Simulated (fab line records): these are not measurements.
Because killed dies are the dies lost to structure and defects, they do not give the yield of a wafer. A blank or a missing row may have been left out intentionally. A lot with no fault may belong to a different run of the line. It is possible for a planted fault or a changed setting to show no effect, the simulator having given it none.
fab line records -- flow nand-harc -- part 1 of 2: steps 1 to 4 of 6
record: lots: 24, wafers: 72, last-day: 33
route steps=1302 shown P_GATE@172 P_M0@268 P_M1@311 P_M2@343 P_BONDPAD@368
lots that met no fault: from a run of the same line without faults
start-h: hours from the record's first day to the start of the lot's first wafer shown -- wait-h: hours from the lot's prior step to this one -- " unchanged from the row above -- L1.1+2: one row covering several wafers at once -- - either no value or no given start -- * or withheld: withheld -- < > ~ a bound
route shown NAME@n: names a module that has steps shown in the file, with the first one's number in the route -- usual: mean/standard deviation of fault-free wafers -- same: alike in all rows -- chamber/n: place in a boat -- sites: readings site by site -- _std_site: standard deviation of those values -- _edge_site: the outer-site mean with the inner-site mean subtracted -- radius-mm: for every site, how far away it sits from the centre of the wafer -- mask NAME#n: copy n -- behind: the tool/chamber that last shaped the wafer -- hold: reason for holding the lot/hours on hold/outcome of the hold -- device: transistor that didn't switch, given as n, p or np -- end of line: the tests these same wafers got at the end of their route -- a step with no rows: only its recipe -- killed: dies lost to structure and defects at the first sort, not the wafer's yield -- map: a wafer's dies, marking killed ones x, the rest . and places with no die _
set.NAME: the setting as run; set.NAME@STEP: as run at that earlier step -- model.NAME: the simulator's own value behind a step, which no gauge read
a sample of lots followed through the steps of the route, with each step as a table and each wafer as a row
services: from which hour (start-h, from the record's first day; less than 0 if before it) a tool's chamber was out of use, for how many hours, and why
== steps ==
step: NHARC_P_GATE_DESCUM_48
recipe: time-s: 3, o2-flow-sccm: 200, ar-flow-sccm: 0, bias-power-w: 0, chemistry: O2
usual: drypump-motor-current-A: 5.8/0.42, oes-product-au: 1.002/0.0071, rf-vpp-V: 57.8/0.84, showerhead-plenum-p-Torr: 1.93/0.082, throttle-valve-pct: 11.311/0.0087
lot.wafer,tool,chamber,start-h,wait-h,drypump-motor-current-A,oes-product-au,rf-hours-counter-h,rf-vpp-V,showerhead-plenum-p-Torr,throttle-valve-pct
L074.1,rie-diel-05,1,105.39,-,5.7,1.006,3.4,57.8,2.02,11.314
L074.3,rie-diel-05,0,105.39,-,6.3,1.011,3.3,57.3,1.96,11.295
L074.6,rie-diel-05,2,105.39,-,5.1,1.001,-,59.1,2.06,11.311
L075.4,rie-diel-05,1,118.36,-,5.7,1.002,3.7,58.7,2.02,11.308
L075.2,rie-diel-05,3,118.36,-,5.9,1.004,2.8,59.0,2.01,11.305
L075.3,rie-diel-05,0,118.36,-,6.3,1.022,3.7,58.2,1.96,11.309
L076.3,rie-diel-07,2,129.07,-,5.4,1.005,0.1,57.5,1.85,11.307
L076.1,rie-diel-07,3,129.07,-,6.0,0.998,0.2,56.7,1.96,11.324
L076.2,rie-diel-07,0,129.07,-,6.2,0.995,0.1,59.3,1.90,11.314
L077.1,rie-diel-03,0,142.18,-,5.5,0.999,2.6,58.4,1.86,11.314
L077.4,rie-diel-03,2,142.18,-,6.6,1.000,-,57.3,2.06,11.317
L077.5,rie-diel-03,0,142.18,-,5.5,1.002,-,58.6,1.86,11.326
L078.2,rie-diel-07,1,146.61,-,5.5,0.999,1.2,57.1,1.84,11.302
L078.3,rie-diel-07,2,146.61,-,5.4,1.001,0.2,59.1,1.85,11.300
L078.5,rie-diel-07,3,146.61,-,6.0,1.007,-,57.1,1.96,11.305
L079.2,rie-diel-07,0,158.94,-,6.3,0.998,1.3,57.4,1.90,11.311
L079.3,rie-diel-07,3,158.94,-,6.0,1.007,1.3,56.4,1.96,11.307
L079.5,rie-diel-07,1,158.94,-,5.6,0.999,-,57.8,1.84,11.304
L080.2,rie-diel-07,2,167.83,-,5.4,0.997,0.3,57.6,1.85,11.313
L080.1,rie-diel-07,3,167.83,-,6.0,1.009,1.4,57.1,1.96,11.321
L080.5,rie-diel-07,2,167.83,-,5.4,1.008,-,58.1,1.85,11.301
L081.2,rie-diel-07,2,178.69,-,5.4,1.000,0.9,56.3,1.85,11.305
L081.1,rie-diel-07,1,178.69,-,5.5,0.995,2.3,57.9,1.84,11.317
L081.5,rie-diel-07,2,178.69,-,5.4,0.995,-,56.8,1.85,11.310
L082.1,rie-diel-05,1,190.66,-,5.7,1.011,8.4,59.5,2.02,11.320
L082.4,rie-diel-05,0,190.66,-,6.3,1.010,-,58.7,1.96,11.313
L082.6,rie-diel-05,1,190.66,-,5.7,1.005,-,57.6,2.02,11.313
L083.3,rie-diel-05,3,195.59,-,5.9,1.008,7.3,56.7,2.00,11.309
L083.2,rie-diel-05,0,195.59,-,6.3,1.010,8.4,57.7,1.96,11.303
L083.6,rie-diel-05,3,195.59,-,5.9,1.009,-,57.6,2.00,11.332
L084.4,rie-diel-03,2,213.12,-,6.6,0.999,8.3,57.9,2.06,11.301
L084.1,rie-diel-03,3,213.12,-,5.2,0.999,0.7,56.9,1.86,11.318
L084.5,rie-diel-03,1,213.12,-,5.6,0.994,-,57.5,1.78,11.322
L085.2,rie-diel-03,0,219.20,-,5.5,1.003,8.0,58.4,1.86,11.323
L085.5,rie-diel-03,2,219.20,-,6.6,1.009,-,59.2,2.06,11.322
L085.6,rie-diel-03,3,219.20,-,5.3,0.998,-,58.0,1.86,11.321
L086.2,rie-diel-07,1,233.72,-,5.6,0.996,6.2,58.0,1.84,11.312
L086.4,rie-diel-07,2,233.72,-,5.4,0.989,4.9,57.8,1.85,11.317
L086.5,rie-diel-07,1,233.72,-,5.6,0.990,-,58.0,1.84,11.309
L087.3,rie-diel-07,3,234.88,-,6.0,1.020,4.8,58.9,1.96,11.308
L087.4,rie-diel-07,0,234.88,-,6.2,1.007,5.4,58.9,1.90,11.305
L087.2,rie-diel-07,2,234.88,-,5.4,1.007,5.0,57.7,1.85,11.304
L089.3,rie-diel-07,3,263.91,-,6.0,1.017,6.3,56.3,1.96,11.309
L089.1,rie-diel-07,0,263.91,-,6.2,1.009,7.2,57.8,1.90,11.305
L089.4,rie-diel-07,0,263.91,-,6.2,1.007,-,58.4,1.90,11.299
L088.3,rie-diel-05,3,264.65,-,6.0,0.990,2.1,58.0,2.00,11.297
L088.6,rie-diel-05,3,264.65,-,5.9,0.994,-,56.9,2.00,11.313
L088.4,rie-diel-05,0,264.65,-,6.3,0.979,-,56.5,1.96,11.313
L091.3,rie-diel-05,2,283.22,-,5.1,0.994,3.0,58.0,2.06,11.325
L091.1,rie-diel-05,3,283.22,-,5.9,1.004,4.8,59.7,2.00,11.323
L091.4,rie-diel-05,1,283.22,-,5.7,0.999,4.2,57.2,2.02,11.306
L090.4,rie-diel-07,0,283.91,-,6.3,0.996,-,57.5,1.90,11.320
L090.5,rie-diel-07,2,283.91,-,5.4,1.011,-,57.3,1.85,11.316
L090.6,rie-diel-07,0,283.91,-,6.3,0.996,-,56.7,1.90,11.322
L092.2,rie-diel-05,2,299.56,-,5.1,0.998,3.3,58.1,2.06,11.301
L092.4,rie-diel-05,3,299.56,-,6.0,0.991,5.2,58.7,2.00,11.297
L092.6,rie-diel-05,3,299.56,-,5.9,1.001,-,59.1,2.00,11.313
L094.2,rie-diel-03,0,311.13,-,5.5,1.003,1.0,57.5,1.85,11.295
L094.5,rie-diel-03,1,311.13,-,5.7,0.998,-,56.0,1.78,11.303
L094.6,rie-diel-03,2,311.13,-,6.6,1.004,-,58.0,2.06,11.314
L095.1,rie-diel-07,3,311.29,-,6.0,1.022,0.2,56.3,1.96,11.311
L095.4,rie-diel-07,2,311.29,-,5.4,1.003,-,55.8,1.85,11.302
L095.5,rie-diel-07,3,311.29,-,6.0,1.004,-,58.4,1.96,11.295
L093.1,rie-diel-05,2,317.32,-,5.1,0.998,4.2,57.6,2.06,11.309
L093.6,rie-diel-05,0,317.32,-,6.3,0.998,-,57.2,1.96,11.323
L093.5,rie-diel-05,1,317.32,-,5.7,1.006,-,57.6,2.02,11.306
L096.1,rie-diel-07,3,325.97,-,6.0,1.015,1.5,57.6,1.96,11.297
L096.5,rie-diel-07,0,325.97,-,6.3,1.002,-,59.0,1.90,11.301
L096.6,rie-diel-07,1,325.97,-,5.6,1.007,-,57.9,1.84,11.300
L097.1,rie-diel-05,3,337.89,-,6.0,1.002,7.8,59.1,2.00,11.320
L097.2,rie-diel-05,0,337.89,-,6.3,1.007,7.7,57.9,1.96,11.302
L097.6,rie-diel-05,1,337.89,-,5.7,1.003,-,57.0,2.01,11.309
step: NHARC_P_M0_ETCH_15
recipe: target-depth-a: 1500, overetch-a: 150, time-s: 82.5, c4f8-flow-sccm: withheld, ar-flow-sccm: 400, rf-w: 600, bias-w: 300, chemistry: C4F8/Ar
usual: oes-product-au: 0.958/0.02, rf-vpp-V: 440.5/2.8
lot.wafer,tool,chamber,start-h,wait-h,oes-product-au,rf-hours-counter-h,rf-vpp-V
L074.3,rie-diel-04,3,-,-,0.950,19,440.7
L074.1,rie-diel-04,1,-,-,0.959,16,442.0
L074.6,rie-diel-04,3,-,-,0.949,-,443.7
L075.2,rie-diel-13,1,-,-,0.931,44,441.3
L075.4,rie-diel-13,2,-,-,0.933,42,440.3
L075.3,rie-diel-13,3,-,-,0.971,43,444.0
L076.1,rie-diel-12,1,-,-,0.948,12,440.1
L076.2,rie-diel-12,2,-,-,0.941,13,439.9
L076.3,rie-diel-12,3,-,-,0.961,12,445.8
L077.1,rie-diel-13,0,-,-,0.974,56,437.7
L077.4,rie-diel-13,1,-,-,0.986,53,441.2
L077.5,rie-diel-13,3,-,-,0.953,-,443.3
L078.2,rie-diel-12,3,-,-,0.948,21,444.7
L078.3,rie-diel-12,1,-,-,0.950,21,441.3
L078.5,rie-diel-12,2,-,-,0.957,-,438.4
L079.2,rie-diel-04,1,-,-,0.931,29,439.8
L079.3,rie-diel-04,3,-,-,0.925,31,441.8
L079.5,rie-diel-04,3,-,-,0.937,-,442.3
L080.1,rie-diel-12,2,-,-,0.964,30,436.3
L080.2,rie-diel-12,0,-,-,0.967,21,437.3
L080.5,rie-diel-12,3,-,-,0.963,-,445.2
L081.1,rie-diel-04,2,-,-,0.970,0,444.1
L081.2,rie-diel-04,0,-,-,0.955,0,437.1
L081.5,rie-diel-04,1,-,-,0.960,-,439.7
L082.1,rie-diel-04,2,-,-,0.958,0,444.3
L082.4,rie-diel-04,2,-,-,0.969,-,442.6
L082.6,rie-diel-04,0,-,-,0.974,-,437.0
L083.2,rie-diel-13,3,-,-,0.960,11,443.0
L083.3,rie-diel-13,2,-,-,0.970,13,438.9
L083.6,rie-diel-13,3,-,-,0.960,-,442.5
L084.1,rie-diel-04,1,-,-,0.968,4,440.2
L084.4,rie-diel-04,2,-,-,0.975,4,444.9
L084.5,rie-diel-04,1,-,-,0.970,-,440.9
L085.2,rie-diel-04,0,-,-,0.982,5,436.3
L085.6,rie-diel-04,3,-,-,0.968,-,443.5
L085.5,rie-diel-04,0,-,-,0.979,-,437.3
L086.4,rie-diel-12,2,-,-,0.930,48,437.5
L086.2,rie-diel-12,3,-,-,0.925,45,445.7
L086.5,rie-diel-12,1,-,-,0.940,-,439.0
L087.3,rie-diel-12,2,-,-,0.986,48,437.2
L087.4,rie-diel-12,3,-,-,0.957,45,443.5
L087.2,rie-diel-12,0,-,-,0.960,37,436.5
L089.1,rie-diel-04,3,-,-,0.956,12,441.1
L089.3,rie-diel-04,0,-,-,0.973,15,435.5
L089.4,rie-diel-04,1,-,-,0.970,13,440.8
L088.4,rie-diel-04,2,-,-,0.978,12,442.1
L088.3,rie-diel-04,0,-,-,0.974,15,438.2
L088.6,rie-diel-04,3,-,-,0.964,-,440.8
L091.4,rie-diel-12,2,-,-,0.997,4,440.3
L091.3,rie-diel-12,3,-,-,0.988,4,444.6
L091.1,rie-diel-12,0,-,-,0.974,4,435.8
L090.4,rie-diel-12,1,-,-,0.975,1,442.0
L090.5,rie-diel-12,3,-,-,0.970,-,444.0
L090.6,rie-diel-12,0,-,-,0.978,-,435.6
L092.2,rie-diel-13,0,-,-,0.926,37,439.0
L092.4,rie-diel-13,1,-,-,0.922,47,439.2
L092.6,rie-diel-13,1,-,-,0.929,-,440.4
L094.2,rie-diel-04,0,-,-,0.957,24,437.7
L094.5,rie-diel-04,2,-,-,0.974,-,443.7
L094.6,rie-diel-04,3,-,-,0.971,-,442.0
L095.1,rie-diel-04,3,-,-,0.960,24,441.4
L095.4,rie-diel-04,0,-,-,0.967,24,436.1
L095.5,rie-diel-04,3,-,-,0.974,-,442.5
L093.1,rie-diel-13,0,-,-,0.929,43,438.5
L093.6,rie-diel-13,3,-,-,0.914,-,443.4
L093.5,rie-diel-13,0,-,-,0.932,-,438.4
L096.1,rie-diel-12,1,-,-,0.952,17,440.8
L096.5,rie-diel-12,0,-,-,0.975,-,436.8
L096.6,rie-diel-12,1,-,-,0.948,-,439.8
L097.2,rie-diel-12,3,-,-,0.950,24,443.9
L097.1,rie-diel-12,0,-,-,0.946,26,435.9
L097.6,rie-diel-12,3,-,-,0.964,-,443.4
step: NHARC_P_M1_CMP_23
recipe: t-overpolish-s: 20, target-thk-nm: 157.82
usual: motor-current-A: 11.3/0.92, time-to-endpoint-s: 29.1/2
lot.wafer,tool,chamber,start-h,wait-h,motor-current-A,time-to-endpoint-s
L074.1,cmp-03,1,124.19,-,12.2,29.9
L074.3,cmp-03,2,124.19,-,10.5,30.0
L074.6,cmp-03,0,124.19,-,10.1,24.0
L075.2,cmp-04,1,137.42,-,10.5,27.1
L075.3,cmp-04,2,137.42,-,10.3,28.5
L075.4,cmp-04,3,137.42,-,13.2,30.9
L076.3,cmp-03,0,147.93,-,9.9,27.1
L076.2,cmp-03,1,147.93,-,12.0,29.9
L076.1,cmp-03,2,147.93,-,10.7,29.8
L077.1,cmp-04,1,160.73,-,11.1,28.7
L077.4,cmp-04,2,160.73,-,10.0,28.7
L077.5,cmp-04,0,160.73,-,10.8,27.7
L078.3,cmp-04,1,165.48,-,10.7,30.2
L078.2,cmp-04,2,165.48,-,10.8,31.2
L078.5,cmp-04,1,165.48,-,11.0,31.0
L079.3,cmp-03,3,177.88,-,12.0,32.1
L079.2,cmp-03,0,177.88,-,9.8,31.8
L079.5,cmp-03,3,177.88,-,11.3,32.6
L080.1,cmp-03,1,186.80,-,12.4,27.4
L080.2,cmp-03,2,186.80,-,11.0,30.7
L080.5,cmp-03,3,186.80,-,11.6,27.3
L081.1,cmp-04,2,198.20,-,10.5,28.4
L081.2,cmp-04,0,198.20,-,11.2,30.6
L081.5,cmp-04,1,198.20,-,11.2,30.2
L082.4,cmp-03,2,210.08,-,10.8,31.2
L082.1,cmp-03,0,210.08,-,9.4,27.8
L082.6,cmp-03,3,210.08,-,12.3,29.3
L083.3,cmp-04,0,213.75,-,10.7,31.4
L083.2,cmp-04,3,213.75,-,13.4,33.5
L083.6,cmp-04,0,213.75,-,10.9,32.9
L084.4,cmp-03,0,231.96,-,9.9,29.4
L084.1,cmp-03,3,231.96,-,11.6,26.9
L084.5,cmp-03,0,231.96,-,10.1,28.3
L085.2,cmp-04,0,237.75,-,10.7,28.8
L085.5,cmp-04,3,237.75,-,13.6,29.1
L085.6,cmp-04,0,237.75,-,10.8,27.7
L086.4,cmp-03,2,252.86,-,11.3,32.4
L086.2,cmp-03,3,252.86,-,11.5,28.5
L086.5,cmp-03,1,252.86,-,11.5,30.3
L087.3,cmp-01,3,254.02,-,10.4,26.2
L087.2,cmp-01,0,254.02,-,12.0,25.8
L087.4,cmp-01,2,254.02,-,10.7,30.5
L089.1,cmp-04,3,282.39,-,12.8,27.5
L089.4,cmp-04,0,282.39,-,10.9,28.2
L089.3,cmp-04,1,282.39,-,11.0,28.1
L088.3,cmp-04,3,283.57,-,13.4,27.3
L088.4,cmp-04,1,283.57,-,10.6,27.2
L088.6,cmp-04,3,283.57,-,12.8,30.3
L091.1,cmp-03,2,301.84,-,11.3,32.2
L091.3,cmp-03,3,301.84,-,12.3,26.2
L091.4,cmp-03,1,301.84,-,12.1,29.4
L090.4,cmp-04,0,302.56,-,10.2,26.8
L090.6,cmp-04,2,302.56,-,10.4,25.8
L090.5,cmp-04,3,302.56,-,13.2,27.9
L092.2,cmp-03,2,318.61,-,10.9,29.8
L092.4,cmp-03,1,318.61,-,11.6,30.4
L092.6,cmp-03,2,318.61,-,11.1,28.7
L094.2,cmp-03,0,329.69,-,10.0,27.4
L094.5,cmp-03,1,329.69,-,11.8,29.6
L094.6,cmp-03,2,329.69,-,11.6,32.3
L095.1,cmp-04,0,330.56,-,10.4,29.5
L095.4,cmp-04,3,330.56,-,12.7,30.5
L095.5,cmp-04,1,330.56,-,11.1,26.8
L093.1,cmp-03,0,335.69,-,9.9,28.4
L093.6,cmp-03,0,335.69,-,10.2,27.3
L093.5,cmp-03,1,335.69,-,11.4,30.2
L096.1,cmp-01,0,345.23,-,12.4,27.2
L096.6,cmp-01,1,345.23,-,12.5,29.6
L096.5,cmp-01,2,345.23,-,11.6,27.6
L097.2,cmp-03,2,356.25,-,11.4,30.0
L097.1,cmp-03,1,356.25,-,12.4,29.0
L097.6,cmp-03,3,356.25,-,11.5,28.9
step: NHARC_P_M2_ANNEAL_31
recipe: temp-c: 225, time-s: 90
usual: wafer_temp_C_max: 225.96/0.25
lot.wafer,tool,chamber,start-h,wait-h,wafer_temp_C_max
L074.1,rtp-anneal-02,0,128.11,0.3,225.74
L074.3,rtp-anneal-02,0,128.11,0.3,226.01
L074.6,rtp-anneal-02,0,128.11,0.3,225.95
L075.2,rtp-anneal-01,0,141.23,0.4,226.46
L075.3,rtp-anneal-01,0,141.23,0.4,226.77
L075.4,rtp-anneal-01,0,141.23,0.4,226.30
L076.1,rtp-anneal-02,0,151.61,-,225.83
L076.2,rtp-anneal-02,0,151.61,-,225.75
L076.3,rtp-anneal-02,0,151.61,-,225.43
L077.1,rtp-anneal-02,0,164.54,0.3,225.96
L077.4,rtp-anneal-02,0,164.54,0.3,225.89
L077.5,rtp-anneal-02,0,164.54,0.3,225.92
L078.2,rtp-anneal-01,0,169.34,0.4,226.26
L078.3,rtp-anneal-01,0,169.34,0.4,226.28
L078.5,rtp-anneal-01,0,169.34,0.4,225.95
L079.2,rtp-anneal-01,0,181.83,0.3,225.95
L079.3,rtp-anneal-01,0,181.83,0.3,226.00
L079.5,rtp-anneal-01,0,181.83,0.3,226.01
L080.1,rtp-anneal-02,0,190.81,0.3,226.20
L080.2,rtp-anneal-02,0,190.81,0.3,226.11
L080.5,rtp-anneal-02,0,190.81,0.3,225.83
L081.1,rtp-anneal-02,0,202.14,0.3,226.17
L081.2,rtp-anneal-02,0,202.14,0.3,226.06
L081.5,rtp-anneal-02,0,202.14,0.3,226.49
L082.1,rtp-anneal-02,0,213.92,-,226.11
L082.4,rtp-anneal-02,0,213.92,-,225.97
L082.6,rtp-anneal-02,0,213.92,-,226.05
L083.2,rtp-anneal-02,0,217.67,-,225.86
L083.3,rtp-anneal-02,0,217.67,-,225.57
L083.6,rtp-anneal-02,0,217.67,-,225.93
L084.1,rtp-anneal-02,0,235.93,-,226.33
L084.4,rtp-anneal-02,0,235.93,-,225.83
L084.5,rtp-anneal-02,0,235.93,-,225.90
L085.2,rtp-anneal-02,0,241.65,-,226.00
L085.5,rtp-anneal-02,0,241.65,-,225.88
L085.6,rtp-anneal-02,0,241.65,-,225.61
L086.2,rtp-anneal-01,0,256.56,-,226.01
L086.4,rtp-anneal-01,0,256.56,-,225.95
L086.5,rtp-anneal-01,0,256.56,-,226.36
L087.2,rtp-anneal-01,0,257.90,0.4,225.78
L087.3,rtp-anneal-01,0,257.90,0.4,225.62
L087.4,rtp-anneal-01,0,257.90,0.4,225.54
L089.1,rtp-anneal-02,0,286.59,-,225.95
L089.3,rtp-anneal-02,0,286.59,-,225.74
L089.4,rtp-anneal-02,0,286.59,-,225.81
L088.3,rtp-anneal-02,0,287.77,0.4,225.97
L088.4,rtp-anneal-02,0,287.77,0.4,225.63
L088.6,rtp-anneal-02,0,287.77,0.4,226.00
L091.1,rtp-anneal-01,0,305.65,-,226.52
L091.3,rtp-anneal-01,0,305.65,-,225.87
L091.4,rtp-anneal-01,0,305.65,-,226.20
L090.4,rtp-anneal-01,0,306.53,-,225.77
L090.5,rtp-anneal-01,0,306.53,-,225.57
L090.6,rtp-anneal-01,0,306.53,-,225.64
L092.2,rtp-anneal-02,0,322.44,0.4,226.23
L092.4,rtp-anneal-02,0,322.44,0.4,226.04
L092.6,rtp-anneal-02,0,322.44,0.4,225.81
L094.2,rtp-anneal-02,0,333.34,0.4,225.79
L094.5,rtp-anneal-02,0,333.34,0.4,226.14
L094.6,rtp-anneal-02,0,333.34,0.4,225.82
L095.1,rtp-anneal-01,0,334.32,0.4,226.12
L095.4,rtp-anneal-01,0,334.32,0.4,226.00
L095.5,rtp-anneal-01,0,334.32,0.4,226.12
L093.1,rtp-anneal-02,0,339.49,-,225.52
L093.5,rtp-anneal-02,0,339.49,-,225.79
L093.6,rtp-anneal-02,0,339.49,-,225.77
L096.1,rtp-anneal-02,0,348.83,0.3,225.92
L096.5,rtp-anneal-02,0,348.83,0.3,225.93
L096.6,rtp-anneal-02,0,348.83,0.3,225.50
L097.1,rtp-anneal-02,0,359.92,-,225.89
L097.2,rtp-anneal-02,0,359.92,-,226.04
L097.6,rtp-anneal-02,0,359.92,-,226.01
